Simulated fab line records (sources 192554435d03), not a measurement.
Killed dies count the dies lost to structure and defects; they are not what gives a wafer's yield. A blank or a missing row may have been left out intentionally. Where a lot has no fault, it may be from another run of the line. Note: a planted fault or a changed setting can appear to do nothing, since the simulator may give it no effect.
fab line records	flow n5Finfet	part 1 of 2: steps 1 to 27 of 34
record: lots: 5	wafers: 15	lastDay: 18
route steps=1938 shown SD_EPI_N@282 SD_EPI_P@295
lots that met no fault: from a run of the same line without faults
startH: the number of hours between the record's first day and the start of the first shown wafer of the lot	waitH: time in hours since the lot's previous step	" unchanged from the row above	L1.1+2: several wafers, shown together as one row	- value missing, or start not given	* or withheld: withheld	< > ~ a bound
route shown NAME@n: NAME is a module with steps in the file, n the number in the route of the first one	usual: the fault-free wafers' mean and standard deviation	same: alike in all rows	chamber/n: place in a boat	sites: readings site by site	_std_site: the standard deviation of these	_edge_site: mean of outer sites minus mean of inner sites	radiusMm: for every site, how far away it sits from the centre of the wafer	mask NAME#n: copy n	behind: the most recent tool/chamber to have shaped the wafer	hold: the reason the lot was held/the length of the hold in hours/how it ended	device: the transistor (n, p or np) that didn't switch	end of line: the route-end tests of the same wafers	step lacking rows: just its recipe	killed: not the wafer's yield, but the dies lost to structure and defects at the first sort	map: dies across one wafer; x = killed, . = not, _ = none there
set.NAME: setting as actually run; set.NAME@STEP: the setting as run at that earlier step	model.NAME: the simulator's own value behind a step, which no gauge read
lots at some steps of the route; a table a step, a row a wafer
services: a tool's chamber out of use, with start hour (startH, from the record's first day; less than 0 if before it), hours out, and reason
== steps ==
step: N5_SD_EPI_N_STRIP_38
recipe: chemistry: N2/H2	powerW: 1000	tempC: 250	h2Frac: 0.65	overashFraction: 0.3	pressureMtorr: withheld	n2FlowSccm: 1750	h2FlowSccm: 3250
usual: drypumpMotorCurrentA: 5.55/0.16	heaterPowerW: 342/26	oesProductAu: 0.762/0.011
lot.wafer	tool	chamber	startH	waitH	drypumpMotorCurrentA	heaterPowerW	oesProductAu	rfHoursCounterH
L078.1	plasmaAsher-02	1	73.90	0.1	5.56	344	0.752	86
L078.2	"	0	"	"	5.67	338	0.749	86
L078.5	"	1	"	"	5.56	347	0.787	-
L081.1	plasmaAsher-01	1	96.09	0.1	5.67	315	0.755	40
L081.3	"	1	"	"	5.72	299	0.763	-
L081.5	"	0	"	"	5.28	381	0.765	-
L084.3	plasmaAsher-02	0	111.94	0.1	5.66	333	0.767	-
L084.4	"	1	"	"	5.57	344	0.767	-
L084.6	"	1	"	"	5.54	351	0.785	-
L092.1	plasmaAsher-01	1	163.80	0.1	5.68	305	0.770	54
L092.3	"	1	"	"	5.68	303	0.761	-
L092.5	"	1	"	"	5.72	310	0.776	-
L097.1	plasmaAsher-02	1	188.10	0.1	5.59	356	0.764	108
L097.3	"	0	"	"	5.66	332	0.746	-
L097.6	"	0	"	"	5.67	330	0.759	-
step: N5_SD_EPI_N_WET_ETCH_43
recipe: chemistry: dHF	dilution: withheld	timeS: 14	target: SiO2	targetDepthA: 15	tempC: 25
lot.wafer	tool	chamber	startH	waitH
L078.1+2+5	wetBench-06	6,2,0	73.99	-
L081.1+3+5	wetBench-06	3,5,6	96.18	-
L084.3+4+6	wetBench-03	5,7,6	112.00	-
L092.1+3+5	wetBench-06	0,5,1	163.89	-
L097.1+3+6	wetBench-06	6,7,5	188.19	-
step: N5_SD_EPI_N_STRIP_18
recipe: chemistry: SPM	timeS: 750	tempC: 130	h2so4H2o2VolRatio: 4
usual: bathGuardTempC: 130.0/0.47
lot.wafer	tool	chamber	startH	waitH	bathGuardTempC
L078.1	wetBench-06	6	73.99	0.0	130.2
L078.2	"	2	"	"	129.7
L078.5	"	0	"	"	130.1
L081.1	wetBench-06	3	96.19	0.0	129.4
L081.3	"	5	"	"	130.0
L081.5	"	6	"	"	130.1
L084.3	wetBench-03	5	112.01	0.0	130.6
L084.4	"	7	"	"	129.2
L084.6	"	6	"	"	129.9
L092.1	wetBench-06	0	163.90	0.0	130.1
L092.3	"	5	"	"	129.9
L092.5	"	1	"	"	129.6
L097.1	wetBench-06	6	188.20	0.0	129.9
L097.3	"	7	"	"	130.1
L097.6	"	5	"	"	129.8
step: N5_SD_EPI_N_SRD_20
recipe: dry: ipaMarangoni	doPpb: 5	timeS: 30	tempC: 23	rinseLiquid: diw
lot.wafer	tool	chamber	startH	waitH
L078.1+2+5	wetBench-06	6,2,0	74.22	0.0
L081.1+3+5	wetBench-06	3,5,6	96.40	0.0
L084.3+4+6	wetBench-03	5,7,6	112.22	0.0
L092.1+3+5	wetBench-06	0,5,1	164.10	0.0
L097.1+3+6	wetBench-06	6,7,5	188.41	0.0
step: N5_SD_EPI_N_PRECLEAN_48
recipe: chemistry: NF3:NH3	afsCycles: 2	tempC: 30	timeS: 20	sublimationTempC: 180	sublimationTimeS: 60	pressureTorr: 3	rfPowerW: 30
lot.wafer	tool	chamber	startH	waitH
L078.1+2+5	epiRpcvd-01	0	74.27	0.0
L081.1+3+5	epiRpcvd-02	0	96.44	0.0
L084.3+4+6	epiRpcvd-02	0	112.39	0.2
L092.1+3+5	epiRpcvd-02	0	164.15	0.0
L097.1+3+6	epiRpcvd-03	0	188.46	0.0
step: N5_SD_EPI_N_VAPOR_ETCH_50
recipe: chemistry: HCl	target: Si	tempC: 775	timeS: 54	pressureTorr: 20	mode: isotropic
usual: throttleValvePct: 11.3/0.56
lot.wafer	tool	chamber	startH	waitH	throttleValvePct
L078.1	epiRpcvd-01	0	74.63	0.3	11.7
L078.2	"	0	"	"	12.0
L078.5	"	0	"	"	11.9
L081.1	epiRpcvd-02	0	96.80	0.3	10.8
L081.3	"	0	"	"	10.8
L081.5	"	0	"	"	10.7
L084.3	epiRpcvd-02	0	112.69	0.2	10.7
L084.4	"	0	"	"	10.7
L084.6	"	0	"	"	11.0
L092.1	epiRpcvd-02	0	164.51	0.3	10.7
L092.3	"	0	"	"	10.7
L092.5	"	0	"	"	10.8
L097.1	epiRpcvd-03	0	188.82	0.3	11.9
L097.3	"	0	"	"	11.8
L097.6	"	0	"	"	11.8
step: N5_SD_EPI_N_EPI_21
recipe: material: Si:P	dopant: P	tempC: 680	pressureTorr: 255	timeS: 690
same: epiGrowthTimeS: 690
lot.wafer	tool	chamber	startH	waitH
L078.1+2+5	epiRpcvd-01	0	74.81	0.1
L081.1+3+5	epiRpcvd-02	0	96.98	0.1
L084.3+4+6	epiRpcvd-02	0	113.37	0.7
L092.1+3+5	epiRpcvd-02	0	164.69	0.1
L097.1+3+6	epiRpcvd-03	0	189.00	0.1
step: N5_SD_EPI_N_EPI_MEAS_23
recipe: mode: xrd
usual: thkNm: 59.3/1.2
lot.wafer	tool	chamber	startH	waitH	thkNm
L078.1	filmMetro-02	-	76.53	1.4	57.4
L078.2	"	-	"	"	58.7
L078.5	"	-	"	"	58.1
L081.1	filmMetro-02	-	98.70	1.4	58.0
L081.3	"	-	"	"	59.9
L081.5	"	-	"	"	59.3
L084.3	filmMetro-01	-	114.55	0.9	57.0
L084.4	"	-	"	"	57.4
L084.6	"	-	"	"	57.2
L092.1	filmMetro-01	-	166.42	1.4	60.7
L092.3	"	-	"	"	58.1
L092.5	"	-	"	"	58.8
L097.1	filmMetro-02	-	190.71	1.4	59.3
L097.3	"	-	"	"	59.0
L097.6	"	-	"	"	59.6
step: N5_SD_EPI_N_PRECLEAN_24
recipe: chemistry: O3/DIW	timeS: 60	tempC: 22	o3Ppm: 10
lot.wafer	tool	chamber	startH	waitH
L078.1+2+5	wetBench-04	5,3,4	76.57	0.0
L081.1+3+5	wetBench-06	0,4,5	98.74	0.0
L084.3+4+6	wetBench-03	3,6,7	114.59	0.0
L092.1+3+5	wetBench-06	1,0,6	166.46	0.0
L097.1+3+6	wetBench-06	4,5,3	190.75	0.0
step: N5_SD_EPI_N_SRD_25
recipe: timeS: 30	tempC: 23	rinseLiquid: diw	dry: ipaMarangoni
lot.wafer	tool	chamber	startH	waitH
L078.1+2+5	wetBench-04	5,3,4	76.58	0.0
L081.1+3+5	wetBench-06	0,4,5	98.76	0.0
L084.3+4+6	wetBench-03	3,6,7	114.61	0.0
L092.1+3+5	wetBench-06	1,0,6	166.48	0.0
L097.1+3+6	wetBench-06	4,5,3	190.77	0.0
step: N5_SD_EPI_N_PRECLEAN_49
recipe: chemistry: NF3:NH3	afsCycles: 1	tempC: 30	timeS: 20	sublimationTempC: 180	sublimationTimeS: 60	pressureTorr: 3	rfPowerW: 30
usual: pressureTorr: 2.999/0.0056
lot.wafer	tool	chamber	startH	waitH	pressureTorr
L078.1	remotePlasma-02	1	76.63	0.0	2.996
L078.2	"	1	"	"	3.007
L078.5	"	1	"	"	2.993
L081.1	remotePlasma-01	0	98.80	0.0	2.993
L081.3	"	0	"	"	3.001
L081.5	"	0	"	"	2.991
L084.3	remotePlasma-01	0	114.71	0.1	3.003
L084.4	"	0	"	"	2.991
L084.6	"	0	"	"	3.000
L092.1	remotePlasma-01	0	166.53	0.0	3.001
L092.3	"	0	"	"	3.002
L092.5	"	0	"	"	3.003
L097.1	remotePlasma-01	1	190.82	0.0	3.000
L097.3	"	1	"	"	2.989
L097.6	"	1	"	"	2.983
step: N5_SD_EPI_N_LINER_46
recipe: material: SiNx	targetThkA: 30	tempC: 400	aldPrecursorFamily: SiH2I2	aldCoReactant: N2/H2-plasma	pressureTorr: 2
usual: heaterPowerW: 867/89
lot.wafer	tool	chamber	startH	waitH	heaterPowerW
L078.1	aldSin-03	2	76.83	0.2	877
L078.2	"	0	"	"	866
L078.5	"	1	"	"	738
L081.1	aldSin-01	0	99.39	0.6	1003
L081.3	"	1	"	"	900
L081.5	"	3	"	"	747
L084.3	aldSin-03	2	114.85	0.1	877
L084.4	"	1	"	"	747
L084.6	"	2	"	"	888
L092.1	aldSin-01	0	166.73	0.2	1013
L092.3	"	1	"	"	918
L092.5	"	3	"	"	736
L097.1	aldSin-04	0	191.02	0.2	830
L097.3	"	2	"	"	825
L097.6	"	0	"	"	829
step: N5_SD_EPI_N_INSPECT_26
recipe: inspectInstrument: darkfield	mode: postEpi
usual: rawDefectCount: 220/49
lot.wafer	tool	chamber	startH	waitH	rawDefectCount
L078.1	defectInspect-01	-	77.08	0.1	354
L078.2	"	-	"	"	238
L078.5	"	-	"	"	331
L081.1	defectInspect-01	-	99.64	0.1	174
L081.3	"	-	"	"	277
L081.5	"	-	"	"	178
L084.3	defectInspect-01	-	115.11	0.1	218
L084.4	"	-	"	"	303
L084.6	"	-	"	"	236
L092.1	defectInspect-01	-	166.98	0.1	244
L092.3	"	-	"	"	212
L092.5	"	-	"	"	320
L097.1	defectInspect-02	-	191.27	0.1	232
L097.3	"	-	"	"	217
L097.6	"	-	"	"	205
step: N5_SD_EPI_P_COAT_34
recipe: resist: SOC	tempC: 250	timeS: 60	spinRpm: 1500	resistThkNm: 350
lot.wafer	tool	chamber	startH	waitH
L078.1+2+5	lithoTrack-02	0	77.11	0.0
L081.1+3+5	lithoTrack-05	0	99.67	0.0
L084.3+4+6	lithoTrack-03	0	115.14	0.0
L092.1+3+5	lithoTrack-02	0	167.01	0.0
L097.1+3+6	lithoTrack-05	0	191.30	0.0
step: N5_SD_EPI_P_COAT_35
recipe: resist: SiARC	tempC: 220	timeS: 60	spinRpm: 1500	resistThkNm: 35
lot.wafer	tool	chamber	startH	waitH
L078.1+2+5	lithoTrack-02	0	-	-
L081.1+3+5	lithoTrack-05	0	-	-
L084.3+4+6	lithoTrack-03	0	-	-
L092.1+3+5	lithoTrack-02	0	-	-
L097.1+3+6	lithoTrack-05	0	-	-
step: N5_SD_EPI_P_COAT_03
recipe: resist: CAR-ArF-block	spinRpm: 1500	resistThkNm: 150
lot.wafer	tool	chamber	startH	waitH
L078.1+2+5	lithoTrack-02	0	-	-
L081.1+3+5	lithoTrack-05	0	-	-
L084.3+4+6	lithoTrack-03	0	-	-
L092.1+3+5	lithoTrack-02	0	-	-
L097.1+3+6	lithoTrack-05	0	-	-
step: N5_SD_EPI_P_EBR_05
recipe: solvent: PGMEA	ebrWidthMm: 1.5
lot.wafer	tool	chamber	startH	waitH
L078.1+2+5	lithoTrack-02	0	-	-
L081.1+3+5	lithoTrack-05	0	-	-
L084.3+4+6	lithoTrack-03	0	-	-
L092.1+3+5	lithoTrack-02	0	-	-
L097.1+3+6	lithoTrack-05	0	-	-
step: N5_SD_EPI_P_SOFTBAKE_04
recipe: tempC: 110	timeS: 60	resist: CAR-ArF-block
lot.wafer	tool	chamber	startH	waitH
L078.1+2+5	lithoTrack-02	0	-	-
L081.1+3+5	lithoTrack-05	0	-	-
L084.3+4+6	lithoTrack-03	0	-	-
L092.1+3+5	lithoTrack-02	0	-	-
L097.1+3+6	lithoTrack-05	0	-	-
step: N5_SD_EPI_P_EXPOSE_06
recipe: maskId: SD_P_BLK	na: 1.35	sourceShape: conventional	sigmaOuter: 0.8	polarization: unpolarized	targetCdNm: 240	doseMj: 39.5
usual: exposureDoseMJCm2: 39.47/0.045	stageVelMmS: 500.05/0.25
lot.wafer	tool	chamber	startH	waitH	mask	exposureDoseMJCm2	stageVelMmS
L078.1	arfiScanner-02	0	77.23	-	SD_P_BLK#0	39.48	499.81
L078.2	"	0	"	"	SD_P_BLK#0	39.42	500.31
L078.5	"	0	"	"	SD_P_BLK#0	39.47	499.97
L081.1	arfiScanner-03	0	99.79	-	SD_P_BLK#0	39.37	500.10
L081.3	"	0	"	"	SD_P_BLK#0	39.47	500.26
L081.5	"	0	"	"	SD_P_BLK#0	39.52	500.15
L084.3	arfiScanner-02	0	115.39	-	SD_P_BLK#0	39.44	500.14
L084.4	"	0	"	"	SD_P_BLK#0	39.45	500.13
L084.6	"	0	"	"	SD_P_BLK#0	39.48	500.04
L092.1	arfiScanner-01	0	167.25	-	SD_P_BLK#0	39.44	500.22
L092.3	"	0	"	"	SD_P_BLK#0	39.42	499.97
L092.5	"	0	"	"	SD_P_BLK#0	39.48	500.18
L097.1	arfiScanner-02	0	191.54	-	SD_P_BLK#0	39.44	499.40
L097.3	"	0	"	"	SD_P_BLK#0	39.36	499.40
L097.6	"	0	"	"	SD_P_BLK#0	39.42	499.71
step: N5_SD_EPI_P_PEB_07
recipe: pebTempC: 110	pebTimeS: 60	resist: CAR-ArF-block
lot.wafer	tool	chamber	startH	waitH
L078.1+2+5	lithoTrack-05	0	77.29	0.1
L081.1+3+5	lithoTrack-03	0	99.84	0.1
L084.3+4+6	lithoTrack-05	0	115.44	0.0
L092.1+3+5	lithoTrack-03	0	167.31	0.1
L097.1+3+6	lithoTrack-05	0	191.60	0.1
step: N5_SD_EPI_P_DEVELOP_08
recipe: developTimeS: 30	developer: TMAH	resist: CAR-ArF-block	devTempC: 23	rinseLiquid: diw	dry: airSpin
lot.wafer	tool	chamber	startH	waitH
L078.1+2+5	lithoTrack-05	0	-	-
L081.1+3+5	lithoTrack-03	0	-	-
L084.3+4+6	lithoTrack-05	0	-	-
L092.1+3+5	lithoTrack-03	0	-	-
L097.1+3+6	lithoTrack-05	0	-	-
step: N5_SD_EPI_P_CD_MEAS_09
recipe: targetCdNm: 240	landingEnergyEv: 500	detector: seInlens
usual: cdNm: 239.2/0.92
lot.wafer	tool	chamber	startH	waitH	cdNm
L078.1	cdSem-03	0	77.36	-	240.3
L078.2	"	0	"	"	239.8
L078.5	"	0	"	"	238.3
L081.1	cdSem-02	0	99.92	-	238.0
L081.3	"	0	"	"	238.1
L081.5	"	0	"	"	237.8
L084.3	cdSem-01	0	115.51	-	238.5
L084.4	"	0	"	"	238.7
L084.6	"	0	"	"	240.3
L092.1	cdSem-02	0	167.38	-	239.2
L092.3	"	0	"	"	238.6
L092.5	"	0	"	"	238.1
L097.1	cdSem-01	0	191.67	-	239.7
L097.3	"	0	"	"	238.8
L097.6	"	0	"	"	239.9
step: N5_SD_EPI_P_OVL_MEAS_10
recipe: pointsPerWafer: 44
usual: SD_P_BLK_OVL: 0.2/0.68
lot.wafer	tool	chamber	startH	waitH	SD_P_BLK_OVL[nm]
L078.1	overlay-02	0	77.40	0.0	-0.6
L078.2	"	0	"	"	-1.0
L078.5	"	0	"	"	-1.0
L081.1	overlay-02	0	99.95	0.0	-0.6
L081.3	"	0	"	"	-0.5
L081.5	"	0	"	"	-0.5
L084.3	overlay-01	0	115.53	0.0	0.4
L084.4	"	0	"	"	-0.2
L084.6	"	0	"	"	0.6
L092.1	overlay-01	0	167.41	0.0	0.3
L092.3	"	0	"	"	1.3
L092.5	"	0	"	"	0.3
L097.1	overlay-01	0	191.70	0.0	0.4
L097.3	"	0	"	"	1.1
L097.6	"	0	"	"	0.3
step: N5_SD_EPI_P_INSPECT_11
recipe: mode: adi	inspectInstrument: macro
usual: rawDefectCount: 2.0/1.4
lot.wafer	tool	chamber	startH	waitH	rawDefectCount
L078.1	defectInspect-01	-	77.42	0.0	1
L078.2	"	-	"	"	2
L078.5	"	-	"	"	4
L081.1	defectInspect-02	-	99.97	0.0	3
L081.3	"	-	"	"	0
L081.5	"	-	"	"	3
L084.3	defectInspect-02	-	115.56	0.0	3
L084.4	"	-	"	"	1
L084.6	"	-	"	"	2
L092.1	defectInspect-02	-	167.43	0.0	2
L092.3	"	-	"	"	2
L092.5	"	-	"	"	3
L097.1	defectInspect-02	-	191.72	0.0	1
L097.3	"	-	"	"	1
L097.6	"	-	"	"	2
step: N5_SD_EPI_P_DESCUM_14
recipe: chemistry: O2	timeS: 7.9	sourcePowerW: 50	biasPowerW: 20	pressureMtorr: 20	rfFrequencyHz: 2.712e+07	tempC: 40	resist: CAR-ArF-block	o2FlowSccm: 225
usual: drypumpMotorCurrentA: 5.9/0.45	oesProductAu: 0.76/0.06	rfVppV: 243.2/1.5	showerheadPlenumPTorr: 2.08/0.089	throttleValvePct: 20.4/0.37
lot.wafer	tool	chamber	startH	waitH	drypumpMotorCurrentA	oesProductAu	rfHoursCounterH	rfVppV	showerheadPlenumPTorr	throttleValvePct
L078.1	rieDiel-03	3	77.52	0.1	5.9	0.83	78	241.9	2.00	19.9
L078.2	"	0	"	"	5.7	0.79	122	246.3	2.19	20.8
L078.5	"	1	"	"	6.8	0.71	-	242.5	2.01	20.8
L081.1	rieDiel-06	2	100.00	0.0	5.6	0.72	220	242.0	2.06	20.9
L081.3	"	3	"	"	5.8	0.80	102	241.2	1.93	20.0
L081.5	"	0	"	"	6.6	0.76	-	242.0	2.01	20.1
L084.3	rieDiel-03	3	115.59	0.0	5.9	0.82	89	242.3	2.00	19.9
L084.4	"	1	"	"	6.8	0.70	182	241.8	2.01	20.8
L084.6	"	1	"	"	6.8	0.70	-	243.5	2.01	20.8
L092.1	rieDiel-01	3	167.76	0.3	5.4	0.78	135	243.9	2.09	20.7
L092.3	"	0	"	"	5.5	0.71	217	245.3	2.07	20.7
L092.5	"	3	"	"	5.4	0.79	-	243.7	2.09	20.7
L097.1	rieDiel-01	3	191.76	0.0	5.4	0.77	144	243.8	2.09	20.7
L097.3	"	2	"	"	5.4	0.72	188	243.4	2.20	20.7
L097.6	"	3	"	"	5.4	0.77	-	243.3	2.09	20.7
step: N5_SD_EPI_P_ETCH_36
recipe: chemistry: CF4	target: SiARC	targetDepthA: 455	maskMaterial: CAR-ArF-block	timeS: 75.8	ionEnergyEv: 80	pressureMtorr: 40	sourceW: 545	biasW: 36	Ar_flow_sccm: 100	cf4FlowSccm: 100	ends: cleared
usual: drypumpMotorCurrentA: 5.9/0.45	etchRfOnTimeS: 75.6/2.4	oesProductAu: 0.65/0.05	rfVppV: 183.8/1.3	showerheadPlenumPTorr: 2.14/0.086	throttleValvePct: 15.7/0.32
lot.wafer	tool	chamber	startH	waitH	drypumpMotorCurrentA	etchRfOnTimeS	oesProductAu	rfHoursCounterH	rfVppV	showerheadPlenumPTorr	throttleValvePct
L078.1	rieDiel-03	3	77.55	0.0	5.8	73.7	0.71	78	183.3	2.08	15.2
L078.2	"	0	"	"	5.7	77.1	0.67	122	185.0	2.23	15.8
L078.5	"	1	"	"	6.8	75.3	0.61	-	182.6	2.06	15.9
L081.1	rieDiel-06	2	100.04	0.0	5.6	75.1	0.61	220	184.8	2.11	16.1
L081.3	"	3	"	"	5.9	73.0	0.69	102	181.5	2.00	15.3
L081.5	"	0	"	"	6.5	73.9	0.66	-	182.0	2.05	15.3
L084.3	rieDiel-03	3	115.63	0.0	5.8	74.0	0.70	89	182.2	2.08	15.2
L084.4	"	1	"	"	6.9	76.6	0.60	182	182.3	2.05	15.9
L084.6	"	1	"	"	6.8	76.9	0.61	-	183.8	2.05	15.9
L092.1	rieDiel-01	3	167.80	0.0	5.4	74.3	0.66	135	185.4	2.17	16.0
L092.3	"	0	"	"	5.5	77.2	0.60	217	182.9	2.14	15.9
L092.5	"	3	"	"	5.4	74.7	0.67	-	183.5	2.16	16.0
L097.1	rieDiel-01	3	191.79	0.0	5.4	73.8	0.66	144	184.1	2.16	16.0
L097.3	"	2	"	"	5.4	77.4	0.62	188	184.0	2.21	15.7
L097.6	"	3	"	"	5.4	74.9	0.65	-	182.3	2.16	16.0
step: N5_SD_EPI_P_ETCH_37
recipe: chemistry: N2/H2	target: SOC	overetchA: 1080	maskMaterial: SiARC	tempC: 40	ionEnergyEv: 100	sourceW: 3000	biasW: 133	pressureMtorr: 20	timeS: 486	n2FlowSccm: 200	h2FlowSccm: 200	ends: endPoint
usual: drypumpMotorCurrentA: 6.0/0.45	oesProductAu: 0.68/0.05	rfVppV: 240.6/1.6	showerheadPlenumPTorr: 2.53/0.11	throttleValvePct: 23.9/0.34
lot.wafer	tool	chamber	startH	waitH	drypumpMotorCurrentA	oesProductAu	rfHoursCounterH	rfVppV	showerheadPlenumPTorr	throttleValvePct
L078.1	rieDiel-03	3	77.61	0.0	5.8	0.73	79	240.7	2.48	23.6
L078.2	"	0	"	"	5.8	0.71	122	242.6	2.66	24.3
L078.5	"	1	"	"	6.8	0.64	-	239.6	2.42	23.9
L081.1	rieDiel-06	2	100.10	0.0	5.6	0.64	220	239.8	2.48	24.2
L081.3	"	3	"	"	5.9	0.70	102	237.7	2.36	23.6
L081.5	"	0	"	"	6.5	0.68	-	240.1	2.44	23.5
L084.3	rieDiel-03	3	115.68	0.0	5.8	0.71	90	240.1	2.48	23.6
L084.4	"	1	"	"	6.8	0.63	182	240.5	2.41	24.0
L084.6	"	1	"	"	6.8	0.63	-	237.7	2.41	24.0
L092.1	rieDiel-01	3	167.85	0.0	5.4	0.69	135	240.9	2.58	24.7
L092.3	"	0	"	"	5.5	0.64	217	238.3	2.52	24.1
L092.5	"	3	"	"	5.4	0.69	-	241.0	2.58	24.7
L097.1	rieDiel-01	3	191.85	0.0	5.4	0.68	144	242.3	2.58	24.8
L097.3	"	2	"	"	5.4	0.65	188	242.8	2.64	24.0
L097.6	"	3	"	"	5.4	0.68	-	241.1	2.58	24.7
